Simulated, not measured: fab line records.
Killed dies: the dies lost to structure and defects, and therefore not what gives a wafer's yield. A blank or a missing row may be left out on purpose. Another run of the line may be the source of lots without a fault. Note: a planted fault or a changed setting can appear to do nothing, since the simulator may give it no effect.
Matching of chambers / flow n5-finfet / N5_FIN_CUT_STRIP_22 on rie-diel-04 has 4 sister chambers
The step strips in N2/H2. 14 wafers are shown with their chamber, then 7 later ones without.

WAFERS WITH THEIR CHAMBER
wafer=L074.3; chamber=1; showerhead-plenum-p-Torr (Torr)=3.42; throttle-valve-pct (%)=18.70; oes-product-au (a.u.)=0.86
wafer=L074.4; chamber=2; showerhead-plenum-p-Torr (Torr)=3.44; throttle-valve-pct (%)=19.03; oes-product-au (a.u.)=0.70
wafer=L074.5; chamber=2; showerhead-plenum-p-Torr (Torr)=3.44; throttle-valve-pct (%)=19.03; oes-product-au (a.u.)=0.68
wafer=L077.4; chamber=3; showerhead-plenum-p-Torr (Torr)=3.31; throttle-valve-pct (%)=18.79; oes-product-au (a.u.)=0.72
wafer=L077.5; chamber=3; showerhead-plenum-p-Torr (Torr)=3.31; throttle-valve-pct (%)=18.79; oes-product-au (a.u.)=0.73
wafer=L077.6; chamber=2; showerhead-plenum-p-Torr (Torr)=3.44; throttle-valve-pct (%)=19.09; oes-product-au (a.u.)=0.69
wafer=L078.2; chamber=0; showerhead-plenum-p-Torr (Torr)=3.12; throttle-valve-pct (%)=18.87; oes-product-au (a.u.)=0.79
wafer=L078.3; chamber=1; showerhead-plenum-p-Torr (Torr)=3.41; throttle-valve-pct (%)=18.77; oes-product-au (a.u.)=0.82
wafer=L078.6; chamber=0; showerhead-plenum-p-Torr (Torr)=3.12; throttle-valve-pct (%)=18.88; oes-product-au (a.u.)=0.82
wafer=L091.1; chamber=3; showerhead-plenum-p-Torr (Torr)=3.30; throttle-valve-pct (%)=18.82; oes-product-au (a.u.)=0.69
wafer=L091.3; chamber=2; showerhead-plenum-p-Torr (Torr)=3.44; throttle-valve-pct (%)=19.10; oes-product-au (a.u.)=0.67
wafer=L091.6; chamber=3; showerhead-plenum-p-Torr (Torr)=3.30; throttle-valve-pct (%)=18.84; oes-product-au (a.u.)=0.71
wafer=L093.1; chamber=2; showerhead-plenum-p-Torr (Torr)=3.43; throttle-valve-pct (%)=19.16; oes-product-au (a.u.)=0.67
wafer=L093.4; chamber=2; showerhead-plenum-p-Torr (Torr)=3.43; throttle-valve-pct (%)=19.14; oes-product-au (a.u.)=0.66

SIGNATURES (means of the wafers above)
reading=showerhead-plenum-p-Torr; chamber 0=3.1200; chamber 1=3.4150; chamber 2=3.4367; chamber 3=3.3050; scatter within a chamber=0.00532
reading=throttle-valve-pct; chamber 0=18.8750; chamber 1=18.7350; chamber 2=19.0917; chamber 3=18.8100; scatter within a chamber=0.0436
reading=oes-product-au; chamber 0=0.8050; chamber 1=0.8400; chamber 2=0.6783; chamber 3=0.7125; scatter within a chamber=0.0179
Rule: a wafer's distance from a chamber is the root of the sum, over the readings, of the square of ((its reading less the chamber's mean) divided by the reading's scatter). If the next closest chamber is less than 2 further off than the closest, the wafer can't be placed; otherwise it belongs to the closest. The scatter: take each reading less its chamber's mean, square it, sum over the shown wafers, divide by the number of wafers less the number of chambers, and take the root.

WAFERS WITH NO CHAMBER GIVEN
wafer=L093.6; showerhead-plenum-p-Torr (Torr)=3.11; throttle-valve-pct (%)=18.92; oes-product-au (a.u.)=0.80
wafer=L095.2; showerhead-plenum-p-Torr (Torr)=3.43; throttle-valve-pct (%)=19.09; oes-product-au (a.u.)=0.68
wafer=L095.4; showerhead-plenum-p-Torr (Torr)=3.11; throttle-valve-pct (%)=18.91; oes-product-au (a.u.)=0.80
wafer=L095.5; showerhead-plenum-p-Torr (Torr)=3.40; throttle-valve-pct (%)=18.78; oes-product-au (a.u.)=0.81
wafer=L096.3; showerhead-plenum-p-Torr (Torr)=3.11; throttle-valve-pct (%)=18.93; oes-product-au (a.u.)=0.78
wafer=L096.4; showerhead-plenum-p-Torr (Torr)=3.43; throttle-valve-pct (%)=19.15; oes-product-au (a.u.)=0.66
wafer=L096.6; showerhead-plenum-p-Torr (Torr)=3.11; throttle-valve-pct (%)=18.92; oes-product-au (a.u.)=0.78

WHICH CHAMBER EACH WENT THROUGH
wafer=L093.6; from the rows above=0; in truth=0
wafer=L095.2; from the rows above=2; in truth=2
wafer=L095.4; from the rows above=0; in truth=0
wafer=L095.5; from the rows above=1; in truth=1
wafer=L096.3; from the rows above=0; in truth=0
wafer=L096.4; from the rows above=2; in truth=2
wafer=L096.6; from the rows above=0; in truth=0
Correct placement for 7 of the 7. Can't be placed from these rows: 0. Placed wrongly: 0.
